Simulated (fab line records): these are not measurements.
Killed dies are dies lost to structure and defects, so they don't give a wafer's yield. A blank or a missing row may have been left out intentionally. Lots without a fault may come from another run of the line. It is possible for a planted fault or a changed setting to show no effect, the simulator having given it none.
Split-lot experiment ; flow n5_finfet ; on a route of 1938 steps: 7 lots, 39 wafers read

## THE SPLIT
At N5_BEOL_M2_HM_DEP_02 (deposits TiN, target thk 20 nm), the setting target_thk_a was moved away from the recipe's 200 angstrom on 15 of the 39 wafers read, by -34.5% to +40.2%. All remaining wafers had this setting at the recipe value.

## FROM THE SPLIT TO THE READING: what the file shows between them, 4 steps
- N5_BEOL_M2_COAT_61: time 60 s, resist thk 60 nm
- N5_BEOL_M2_COAT_62: time 60 s, resist thk 12 nm
- N5_BEOL_M2_STRIP_75: strips in N2/H2
- N5_BEOL_M2_STRIP_66: strips in CF4

## THE READING
etch.depth_nm (the simulator's own value, which no gauge read), in nm, at N5_BEOL_M2_HM_OPEN_17 (chemistry Cl2/BCl3, target TiN, target depth 20 nm, overetch 6 nm). No usual value for it is given in the file. The 24 wafers here that ran the recipe average 20.17 nm, standard deviation 0.19 nm.

wafer;tool, chamber at the split;target_thk_a as run, angstrom;against the recipe;etch.depth_nm, nm;against lot-mates on the recipe
L079.1;pvd_sputter-03, -;200;recipe;20.08;-
L079.2;pvd_sputter-03, -;268.8;+34.4%;26.39;+6.21
L079.3;pvd_sputter-03, -;268.8;+34.4%;26.38;+6.20
L079.4;pvd_sputter-03, -;268.8;+34.4%;27.06;+6.88
L079.5;pvd_sputter-03, -;200;recipe;20.25;-
L079.6;pvd_sputter-03, -;200;recipe;20.22;-
L084.1;pvd_sputter-01, -;200;recipe;20.03;-
L084.2;pvd_sputter-01, -;200;recipe;20.28;-
L084.3;pvd_sputter-01, -;200;recipe;19.89;-
L084.4;pvd_sputter-01, -;200;recipe;19.9;-
L084.5;pvd_sputter-01, -;200;recipe;20.29;-
L084.6;pvd_sputter-01, -;200;recipe;20.08;-
L090.1;pvd_sputter-01, -;231.5;+15.7%;22.98;+2.94
L090.2;pvd_sputter-01, -;200;recipe;20.22;-
L090.3;pvd_sputter-01, -;200;recipe;19.97;-
L090.4;pvd_sputter-01, -;200;recipe;19.92;-
L090.5;pvd_sputter-01, -;231.5;+15.7%;23.09;+3.05
L090.6;pvd_sputter-01, -;231.5;+15.7%;22.97;+2.93
L091.1;pvd_sputter-02, -;200;recipe;19.95;-
L091.2;pvd_sputter-02, -;280.4;+40.2%;26.51;+6.51
L091.3;pvd_sputter-02, -;200;recipe;20.11;-
L091.4;pvd_sputter-02, -;280.4;+40.2%;25.62;+5.62
L091.5;pvd_sputter-02, -;280.4;+40.2%;26.54;+6.54
L091.6;pvd_sputter-02, -;200;recipe;19.93;-
L092.1;pvd_sputter-03, -;200;recipe;20.41;-
L092.3;pvd_sputter-03, -;200;recipe;20.29;-
L092.4;pvd_sputter-03, -;200;recipe;19.97;-
L093.1;pvd_sputter-03, -;269.7;+34.9%;26.4;+6.08
L093.2;pvd_sputter-03, -;269.7;+34.9%;25.83;+5.51
L093.3;pvd_sputter-03, -;269.7;+34.9%;26.64;+6.32
L093.4;pvd_sputter-03, -;200;recipe;20.23;-
L093.5;pvd_sputter-03, -;200;recipe;20.34;-
L093.6;pvd_sputter-03, -;200;recipe;20.38;-
L094.1;pvd_sputter-03, -;200;recipe;20.51;-
L094.2;pvd_sputter-03, -;200;recipe;20.38;-
L094.3;pvd_sputter-03, -;131;-34.5%;13.66;-6.78
L094.4;pvd_sputter-03, -;131;-34.5%;13.6;-6.84
L094.5;pvd_sputter-03, -;200;recipe;20.43;-
L094.6;pvd_sputter-03, -;131;-34.5%;13.74;-6.70

THE FIT
A straight line over all 39 wafers: etch.depth_nm changes by +0.175 nm for each +1% of target_thk_a; r = +0.99; the points scatter about the line by 0.4 nm.
The same after taking each lot's own level away (the mean of its wafers on the recipe; 39 wafers): +0.178 nm for each +1%; r = +0.99; scatter 0.39 nm.
Per that fit: largest target_thk_a move, reading shift of 7.1 nm.
The span of the lots' own levels, 19.997 to 20.440 nm, comes to 2.4 times the standard deviation stated above.
The two slopes agree, so the slope changes little with the lot-to-lot level.
Check: with one of the wafers moved furthest among these (+40.2%) left out of the fit, the line predicts +7.11 nm for it against its lot-mates. It came out at +6.51 nm against them.

## OTHER SPLITS APPLIED TO THESE WAFERS
Other splits were also applied to these wafers ahead of the reading. Each is held against what the fit with the lots' levels taken away leaves over:
other split on the same wafers;wafers away from the commonest value;r with etch.depth_nm (lot level and that fit taken away)
N5_MOL_CONTACT_COAG_PRECLEAN_111 time_s;9;-0.16
N5_BEOL_M1_PECVD_72 time_s;15;-0.35

## THE WHOLE CHAIN: every reading that the file lists as answering this split, in the file's order
step;what it does;reading;change (the file's fit);r (the file's)
N5_BEOL_M2_HM_DEP_02;deposits TiN, target thk 20 nm;TiN_of_BEOL_M2_HM_DEP_02.thk_nm (the simulator's own value, which no gauge read);+0.197 nm for each +1% of the setting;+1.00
N5_BEOL_M2_HM_OPEN_17;chemistry Cl2/BCl3, target TiN, target depth 20 nm, overetch 6 nm;etch.depth_nm (the simulator's own value, which no gauge read);+0.176 nm for each +1% of the setting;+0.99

## FILE'S OWN FIT
etch.depth_nm changes by +0.176 nm for each +1% of target_thk_a, r = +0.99.
